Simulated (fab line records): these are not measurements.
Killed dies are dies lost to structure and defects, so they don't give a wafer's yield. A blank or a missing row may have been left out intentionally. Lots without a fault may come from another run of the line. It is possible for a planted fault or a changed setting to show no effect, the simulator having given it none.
The tool behind it: which one? / flow n5_finfet / 9 lots with 27 wafers sampled at 7 steps, on a route of 1938 steps

## WHAT THE GAUGES SHOWED, per wafer
N5_BEOL_M4_RC_MEAS_101. Usual: DIBL_N 36.3 mV/V, standard deviation 1.1; DIBL_P 36.3 mV/V, standard deviation 1.4; IOFF_N 0.155 nA/um, standard deviation 0.019; IOFF_P 0.211 nA/um, standard deviation 0.027; ION_N 672 uA/um, standard deviation 8.5; ION_P 462 uA/um, standard deviation 5.8; SS_N 71.5 mV/dec, standard deviation 0.56; SS_P 73.3 mV/dec, standard deviation 0.52; VT_N 249.9 mV, standard deviation 2.5; VT_P -249.8 mV, standard deviation 2.8.
lot=L555; measured=day 10 12:52; on=prober-01; DIBL_N (mV/V)=35.6 34.9 35.7; DIBL_P (mV/V)=36.9 35.4 35.9; IOFF_N (nA/um)=0.152 0.134 0.153; IOFF_P (nA/um)=0.178 0.170 0.178; ION_N (uA/um)=669 670 671; ION_P (uA/um)=451 456 455; SS_N (mV/dec)=71.1 71.3 72.0; SS_P (mV/dec)=73.6 73.3 73.3; VT_N (mV)=248.7 249.2 251.5; VT_P (mV)=-253.7 -252.4 -253.4; flag=
lot=L557; measured=day 10 22:22; on=prober-01; DIBL_N (mV/V)=37.2 36.5 35.9; DIBL_P (mV/V)=37.1 36.6 35.2; IOFF_N (nA/um)=0.172 0.161 0.140; IOFF_P (nA/um)=0.244 0.243 0.227; ION_N (uA/um)=676 672 669; ION_P (uA/um)=472 467 469; SS_N (mV/dec)=71.9 71.8 71.0; SS_P (mV/dec)=73.9 73.0 72.7; VT_N (mV)=248.4 247.0 252.1; VT_P (mV)=-244.4 -247.3 -248.4; flag=
lot=L560; measured=day 13 01:34; on=prober-02; DIBL_N (mV/V)=36.7 37.7 36.1; DIBL_P (mV/V)=37.0 37.7 34.9; IOFF_N (nA/um)=0.177 0.182 0.156; IOFF_P (nA/um)=0.217 0.223 0.183; ION_N (uA/um)=689 677 670; ION_P (uA/um)=466 459 456; SS_N (mV/dec)=71.6 72.3 71.0; SS_P (mV/dec)=74.0 73.2 73.2; VT_N (mV)=250.4 245.9 249.7; VT_P (mV)=-248.3 -247.1 -251.6; flag=
lot=L562; measured=day 13 23:12; on=prober-02; DIBL_N (mV/V)=35.9 35.7 35.2; DIBL_P (mV/V)=36.0 35.8 35.6; IOFF_N (nA/um)=0.138 0.138 0.128; IOFF_P (nA/um)=0.162 0.165 0.158; ION_N (uA/um)=662 671 668; ION_P (uA/um)=451 455 456; SS_N (mV/dec)=71.5 71.1 70.8; SS_P (mV/dec)=73.4 72.9 72.3; VT_N (mV)=250.9 253.8 255.3; VT_P (mV)=-255.3 -253.9 -256.4; flag=
lot=L563; measured=day 14 10:34; on=prober-02; DIBL_N (mV/V)=36.8 37.9 37.7; DIBL_P (mV/V)=35.7 37.1 37.4; IOFF_N (nA/um)=0.137 0.163 0.156; IOFF_P (nA/um)=0.201 0.222 0.216; ION_N (uA/um)=677 675 672; ION_P (uA/um)=467 468 461; SS_N (mV/dec)=70.4 71.6 71.7; SS_P (mV/dec)=72.5 73.2 74.0; VT_N (mV)=250.5 249.0 248.3; VT_P (mV)=-250.7 -246.1 -251.8; flag=
lot=L565; measured=day 14 23:47; on=prober-01; DIBL_N (mV/V)=34.7 36.8 35.3; DIBL_P (mV/V)=33.6 35.7 34.6; IOFF_N (nA/um)=0.137 0.175 0.146; IOFF_P (nA/um)=0.184 0.211 0.197; ION_N (uA/um)=666 667 665; ION_P (uA/um)=458 453 458; SS_N (mV/dec)=70.4 71.2 70.7; SS_P (mV/dec)=72.8 73.8 73.1; VT_N (mV)=250.3 248.7 248.0; VT_P (mV)=-251.3 -250.6 -250.7; flag=
lot=L566; measured=day 15 10:38; on=prober-01; DIBL_N (mV/V)=36.8 34.9 37.2; DIBL_P (mV/V)=37.0 35.0 37.4; IOFF_N (nA/um)=0.144 0.116 0.153; IOFF_P (nA/um)=0.238 0.204 0.250; ION_N (uA/um)=663 650 665; ION_P (uA/um)=460 455 460; SS_N (mV/dec)=72.3 71.6 72.1; SS_P (mV/dec)=73.7 72.6 73.7; VT_N (mV)=251.8 257.1 251.9; VT_P (mV)=-247.6 -250.4 -248.8; flag=
lot=L567; measured=day 15 19:02; on=prober-02; DIBL_N (mV/V)=36.0 34.5 36.7; DIBL_P (mV/V)=35.6 33.9 36.1; IOFF_N (nA/um)=0.151 0.128 0.169; IOFF_P (nA/um)=0.238 0.210 0.253; ION_N (uA/um)=667 662 682; ION_P (uA/um)=468 464 467; SS_N (mV/dec)=71.7 70.8 71.6; SS_P (mV/dec)=73.2 72.8 72.9; VT_N (mV)=248.3 253.7 245.5; VT_P (mV)=-246.1 -245.9 -243.8; flag=
lot=L572; measured=day 17 07:20; on=prober-02; DIBL_N (mV/V)=36.7 37.0 35.8; DIBL_P (mV/V)=36.8 37.5 35.6; IOFF_N (nA/um)=0.160 0.168 0.143; IOFF_P (nA/um)=0.218 0.219 0.199; ION_N (uA/um)=677 684 665; ION_P (uA/um)=467 468 463; SS_N (mV/dec)=71.3 70.9 71.3; SS_P (mV/dec)=73.0 72.6 73.0; VT_N (mV)=248.6 249.9 249.8; VT_P (mV)=-247.3 -248.5 -250.6; flag=

N5_BEOL_M7_CD_MEAS_11: the cd target is 38.5 nm. Usual: 38.4 nm for cd_nm, sd 0.43.
lot=L555; measured=day 11 16:32; on=cd_sem-01; cd_nm (nm)=39.1 38.9 38.8; flag=
lot=L557; measured=day 12 03:41; on=cd_sem-02; cd_nm (nm)=38.5 38.0 38.3; flag=
lot=L560; measured=day 14 05:46; on=cd_sem-03; cd_nm (nm)=38.2 38.2 38.5; flag=
lot=L562; measured=day 15 02:59; on=cd_sem-03; cd_nm (nm)=38.4 38.3 38.1; flag=
lot=L563; measured=day 15 06:51; on=cd_sem-02; cd_nm (nm)=38.0 38.1 38.2; flag=
lot=L565; measured=day 15 21:41; on=cd_sem-01; cd_nm (nm)=38.2 38.4 38.5; flag=
lot=L566; measured=day 16 11:58; on=cd_sem-01; cd_nm (nm)=38.6 38.3 38.5; flag=
lot=L567; measured=day 16 21:04; on=cd_sem-01; cd_nm (nm)=39.6 39.2 39.8; flag=
lot=L572; measured=day 18 13:22; on=cd_sem-03; cd_nm (nm)=39.0 38.9 39.2; flag=

N5_BEOL_M7_OCD_MEAS_38. Usual: 93.5 nm for trench_depth_nm, sd 1.1.
lot=L555; measured=day 11 23:08; on=ocd-02; trench_depth_nm (nm)=93.9 95.6 95.2; flag=
lot=L557; measured=day 12 07:42; on=ocd-01; trench_depth_nm (nm)=92.5 91.3 94.6; flag=
lot=L560; measured=day 14 10:50; on=ocd-02; trench_depth_nm (nm)=92.7 93.5 96.2; flag=
lot=L562; measured=day 15 06:26; on=ocd-01; trench_depth_nm (nm)=93.3 92.9 93.1; flag=
lot=L563; measured=day 15 08:28; on=ocd-01; trench_depth_nm (nm)=- - -; flag=OFF
lot=L565; measured=day 16 00:51; on=ocd-02; trench_depth_nm (nm)=- - -; flag=OFF
lot=L566; measured=day 16 15:43; on=ocd-02; trench_depth_nm (nm)=- - -; flag=OFF
lot=L567; measured=day 17 00:32; on=ocd-02; trench_depth_nm (nm)=93.3 92.9 94.3; flag=
lot=L572; measured=day 18 16:29; on=ocd-01; trench_depth_nm (nm)=91.0 92.8 93.3; flag=

N5_BEOL_M7_CD_MEAS_35: the cd target is 40 nm. Usual: 39.9 nm for cd_nm, sd 0.47.
lot=L555; measured=day 11 23:17; on=cd_sem-01; cd_nm (nm)=39.8 40.5 40.0; flag=
lot=L557; measured=day 12 07:51; on=cd_sem-02; cd_nm (nm)=40.1 39.9 40.0; flag=
lot=L560; measured=day 14 10:59; on=cd_sem-03; cd_nm (nm)=39.9 40.1 39.6; flag=
lot=L562; measured=day 15 06:37; on=cd_sem-02; cd_nm (nm)=39.9 40.1 39.4; flag=
lot=L563; measured=day 15 08:38; on=cd_sem-03; cd_nm (nm)=- - -; flag=OFF
lot=L565; measured=day 16 01:00; on=cd_sem-03; cd_nm (nm)=- - -; flag=OFF
lot=L566; measured=day 16 15:52; on=cd_sem-03; cd_nm (nm)=- - -; flag=OFF
lot=L567; measured=day 17 00:42; on=cd_sem-02; cd_nm (nm)=40.6 40.6 41.3; flag=
lot=L572; measured=day 18 16:38; on=cd_sem-02; cd_nm (nm)=41.3 40.9 40.5; flag=

## EACH LOT AND THE TOOL THAT RAN IT (in order: tool; ch and the chambers of the sampled wafers; start)
lot=L555; N5_BEOL_M7_HM_DEP_02=pvd_sputter-02, day 11 16:01; N5_BEOL_M7_STRIP_67=rie_diel-01 ch 0,1,3, day 11 16:52; N5_BEOL_M7_VIA_ETCH_34=rie_diel-01 ch 0,1,3, day 11 22:54
lot=L557; N5_BEOL_M7_HM_DEP_02=pvd_sputter-02, day 12 03:18; N5_BEOL_M7_STRIP_67=rie_diel-01 ch 0,3, day 12 04:00; N5_BEOL_M7_VIA_ETCH_34=rie_diel-03 ch 1,2,3, day 12 07:26
lot=L560; N5_BEOL_M7_HM_DEP_02=pvd_sputter-02, day 14 05:16; N5_BEOL_M7_STRIP_67=rie_diel-01 ch 0,1,2, day 14 06:12; N5_BEOL_M7_VIA_ETCH_34=rie_diel-01 ch 1,2,3, day 14 10:35
lot=L562; N5_BEOL_M7_HM_DEP_02=pvd_sputter-03, day 15 02:29; N5_BEOL_M7_STRIP_67=rie_diel-06 ch 0,1,2, day 15 03:18; N5_BEOL_M7_VIA_ETCH_34=rie_diel-03 ch 0,1,3, day 15 06:11
lot=L563; N5_BEOL_M7_HM_DEP_02=pvd_sputter-02, day 15 06:28; N5_BEOL_M7_STRIP_67=rie_diel-03 ch 1,2,3, day 15 07:10; N5_BEOL_M7_VIA_ETCH_34=rie_diel-03 ch 1,2,3, day 15 08:13
lot=L565; N5_BEOL_M7_HM_DEP_02=pvd_sputter-02, day 15 21:19; N5_BEOL_M7_STRIP_67=rie_diel-03 ch 1,2, day 15 22:01; N5_BEOL_M7_VIA_ETCH_34=rie_diel-06 ch 1,2, day 16 00:36
lot=L566; N5_BEOL_M7_HM_DEP_02=pvd_sputter-02, day 16 11:34; N5_BEOL_M7_STRIP_67=rie_diel-06 ch 0,1,2, day 16 12:17; N5_BEOL_M7_VIA_ETCH_34=rie_diel-03 ch 0,1,2, day 16 15:28
lot=L567; N5_BEOL_M7_HM_DEP_02=pvd_sputter-03, day 16 20:41; N5_BEOL_M7_STRIP_67=rie_diel-03 ch 0,1,3, day 16 21:49; N5_BEOL_M7_VIA_ETCH_34=rie_diel-06 ch 2,3, day 17 00:17
lot=L572; N5_BEOL_M7_HM_DEP_02=pvd_sputter-03, day 18 12:59; N5_BEOL_M7_STRIP_67=rie_diel-01 ch 2,3, day 18 13:48; N5_BEOL_M7_VIA_ETCH_34=rie_diel-03 ch 0,1,3, day 18 16:14
- N5_BEOL_M7_HM_DEP_02: deposits TiN, target thk 20 nm.
- N5_BEOL_M7_STRIP_67: strips in CF4.
- N5_BEOL_M7_VIA_ETCH_34: etches SiCOH lowk in C4F6/O2, target depth 125.5 nm, time 50.5 s.

## AS READ BY THE TOOLS THEMSELVES (means over the sampled wafers that have a number; for cases with no such wafer, the mark the record gives instead)
N5_BEOL_M7_HM_DEP_02. Usual: chamber_pressure_pa 0.5001 Pa, standard deviation 0.0011; throttle_valve_pct 29.5 %, standard deviation 1.
lot=L555; tool=pvd_sputter-02; chamber_pressure_pa (Pa)=0.5007; throttle_valve_pct (%)=30.8; flag=
lot=L557; tool=pvd_sputter-02; chamber_pressure_pa (Pa)=0.4987; throttle_valve_pct (%)=29.1; flag=
lot=L560; tool=pvd_sputter-02; chamber_pressure_pa (Pa)=0.4998; throttle_valve_pct (%)=29.9; flag=
lot=L562; tool=pvd_sputter-03; chamber_pressure_pa (Pa)=0.4998; throttle_valve_pct (%)=28.9; flag=
lot=L563; tool=pvd_sputter-02; chamber_pressure_pa (Pa)=0.4987; throttle_valve_pct (%)=29.7; flag=
lot=L565; tool=pvd_sputter-02; chamber_pressure_pa (Pa)=0.5012; throttle_valve_pct (%)=30.0; flag=
lot=L566; tool=pvd_sputter-02; chamber_pressure_pa (Pa)=0.5004; throttle_valve_pct (%)=30.2; flag=
lot=L567; tool=pvd_sputter-03; chamber_pressure_pa (Pa)=0.5008; throttle_valve_pct (%)=28.8; flag=
lot=L572; tool=pvd_sputter-03; chamber_pressure_pa (Pa)=0.4999; throttle_valve_pct (%)=28.6; flag=

N5_BEOL_M7_STRIP_67. Usual: drypump_motor_current_A 5.8 A, standard deviation 0.34; oes_product_au 0.83 a.u., standard deviation 0.068; rf_vpp_V 271.5 V, standard deviation 1.5; showerhead_plenum_p_Torr 1.81 Torr, standard deviation 0.054; throttle_valve_pct 13.52 %, standard deviation 0.22.
lot=L555; tool=rie_diel-01; drypump_motor_current_A (A)=5.7; oes_product_au (a.u.)=0.90; rf_vpp_V (V)=271.2; showerhead_plenum_p_Torr (Torr)=1.83; throttle_valve_pct (%)=13.42; flag=
lot=L557; tool=rie_diel-01; drypump_motor_current_A (A)=5.9; oes_product_au (a.u.)=0.86; rf_vpp_V (V)=271.8; showerhead_plenum_p_Torr (Torr)=1.80; throttle_valve_pct (%)=13.45; flag=
lot=L560; tool=rie_diel-01; drypump_motor_current_A (A)=5.6; oes_product_au (a.u.)=0.85; rf_vpp_V (V)=271.2; showerhead_plenum_p_Torr (Torr)=1.82; throttle_valve_pct (%)=13.56; flag=
lot=L562; tool=rie_diel-06; drypump_motor_current_A (A)=6.1; oes_product_au (a.u.)=0.79; rf_vpp_V (V)=271.9; showerhead_plenum_p_Torr (Torr)=1.80; throttle_valve_pct (%)=13.59; flag=
lot=L563; tool=rie_diel-03; drypump_motor_current_A (A)=5.7; oes_product_au (a.u.)=0.84; rf_vpp_V (V)=271.4; showerhead_plenum_p_Torr (Torr)=1.79; throttle_valve_pct (%)=13.39; flag=
lot=L565; tool=rie_diel-03; drypump_motor_current_A (A)=5.7; oes_product_au (a.u.)=0.84; rf_vpp_V (V)=272.2; showerhead_plenum_p_Torr (Torr)=1.82; throttle_valve_pct (%)=13.41; flag=
lot=L566; tool=rie_diel-06; drypump_motor_current_A (A)=6.1; oes_product_au (a.u.)=0.78; rf_vpp_V (V)=271.1; showerhead_plenum_p_Torr (Torr)=1.80; throttle_valve_pct (%)=13.61; flag=
lot=L567; tool=rie_diel-03; drypump_motor_current_A (A)=5.8; oes_product_au (a.u.)=0.83; rf_vpp_V (V)=270.2; showerhead_plenum_p_Torr (Torr)=1.76; throttle_valve_pct (%)=13.43; flag=
lot=L572; tool=rie_diel-01; drypump_motor_current_A (A)=5.8; oes_product_au (a.u.)=0.78; rf_vpp_V (V)=270.8; showerhead_plenum_p_Torr (Torr)=1.81; throttle_valve_pct (%)=13.74; flag=

N5_BEOL_M7_VIA_ETCH_34. Usual: drypump_motor_current_A 5.8 A, standard deviation 0.36; oes_o_777_au 0.83 a.u., standard deviation 0.066; oes_product_au 0.83 a.u., standard deviation 0.072; rf_vpp_V 662 V, standard deviation 7.8; showerhead_plenum_p_Torr 2.86 Torr, standard deviation 0.089; throttle_valve_pct 20.85 %, standard deviation 0.21.
lot=L555; tool=rie_diel-01; drypump_motor_current_A (A)=5.7; oes_o_777_au (a.u.)=0.90; oes_product_au (a.u.)=0.90; rf_vpp_V (V)=660; showerhead_plenum_p_Torr (Torr)=2.90; throttle_valve_pct (%)=20.83; flag=
lot=L557; tool=rie_diel-03; drypump_motor_current_A (A)=5.7; oes_o_777_au (a.u.)=0.77; oes_product_au (a.u.)=0.76; rf_vpp_V (V)=663; showerhead_plenum_p_Torr (Torr)=2.84; throttle_valve_pct (%)=20.78; flag=
lot=L560; tool=rie_diel-01; drypump_motor_current_A (A)=5.8; oes_o_777_au (a.u.)=0.85; oes_product_au (a.u.)=0.85; rf_vpp_V (V)=665; showerhead_plenum_p_Torr (Torr)=2.92; throttle_valve_pct (%)=20.91; flag=
lot=L562; tool=rie_diel-03; drypump_motor_current_A (A)=5.8; oes_o_777_au (a.u.)=0.85; oes_product_au (a.u.)=0.85; rf_vpp_V (V)=668; showerhead_plenum_p_Torr (Torr)=2.80; throttle_valve_pct (%)=20.74; flag=
lot=L563; tool=rie_diel-03; drypump_motor_current_A (A)=5.7; oes_o_777_au (a.u.)=0.84; oes_product_au (a.u.)=0.32; rf_vpp_V (V)=662; showerhead_plenum_p_Torr (Torr)=2.84; throttle_valve_pct (%)=20.54; flag=OFF
lot=L565; tool=rie_diel-06; drypump_motor_current_A (A)=6.0; oes_o_777_au (a.u.)=0.84; oes_product_au (a.u.)=0.31; rf_vpp_V (V)=654; showerhead_plenum_p_Torr (Torr)=2.81; throttle_valve_pct (%)=20.81; flag=OFF
lot=L566; tool=rie_diel-03; drypump_motor_current_A (A)=5.7; oes_o_777_au (a.u.)=0.84; oes_product_au (a.u.)=0.31; rf_vpp_V (V)=668; showerhead_plenum_p_Torr (Torr)=2.85; throttle_valve_pct (%)=20.68; flag=OFF
lot=L567; tool=rie_diel-06; drypump_motor_current_A (A)=5.6; oes_o_777_au (a.u.)=0.82; oes_product_au (a.u.)=0.82; rf_vpp_V (V)=664; showerhead_plenum_p_Torr (Torr)=2.91; throttle_valve_pct (%)=20.75; flag=
lot=L572; tool=rie_diel-03; drypump_motor_current_A (A)=5.8; oes_o_777_au (a.u.)=0.82; oes_product_au (a.u.)=0.81; rf_vpp_V (V)=666; showerhead_plenum_p_Torr (Torr)=2.80; throttle_valve_pct (%)=20.77; flag=

## THE ANSWER, worked out from the rows above alone
Rule: lot off if the mean of its wafers having a number is beyond 3 standard deviations from the usual mean. Also off: a lot with no number at a reading for which 4 or more lots have one. Any other lot the step has rows for is counted as sound. First the gauges in route order, then the tools' own readings, where a lot's mean is used as printed above. The first step at which some lot is off is used, and at that step the reading that is off furthest; a lot without a number counts as furthest.
Off: L563, L565, L566, at N5_BEOL_M7_OCD_MEAS_38 (trench_depth_nm). Without a number there: L563, L565, L566.
If a tool, at a process step before that reading, ran all the lots that are off and no sound lot after the first of them, it fits. Not tried: the gauges at N5_BEOL_M7_OCD_MEAS_38; whatever is off there is also off at N5_BEOL_M7_CD_MEAS_35, on other tools, and gauge error can't account for it. One fits: pvd_sputter-02 at N5_BEOL_M7_HM_DEP_02. A fault onset in the window from L560 (day 14 05:16, its last sound lot) to L563 (day 15 06:28, its first lot off) fits.

## WHAT THE SIMULATOR HAD PUT IN
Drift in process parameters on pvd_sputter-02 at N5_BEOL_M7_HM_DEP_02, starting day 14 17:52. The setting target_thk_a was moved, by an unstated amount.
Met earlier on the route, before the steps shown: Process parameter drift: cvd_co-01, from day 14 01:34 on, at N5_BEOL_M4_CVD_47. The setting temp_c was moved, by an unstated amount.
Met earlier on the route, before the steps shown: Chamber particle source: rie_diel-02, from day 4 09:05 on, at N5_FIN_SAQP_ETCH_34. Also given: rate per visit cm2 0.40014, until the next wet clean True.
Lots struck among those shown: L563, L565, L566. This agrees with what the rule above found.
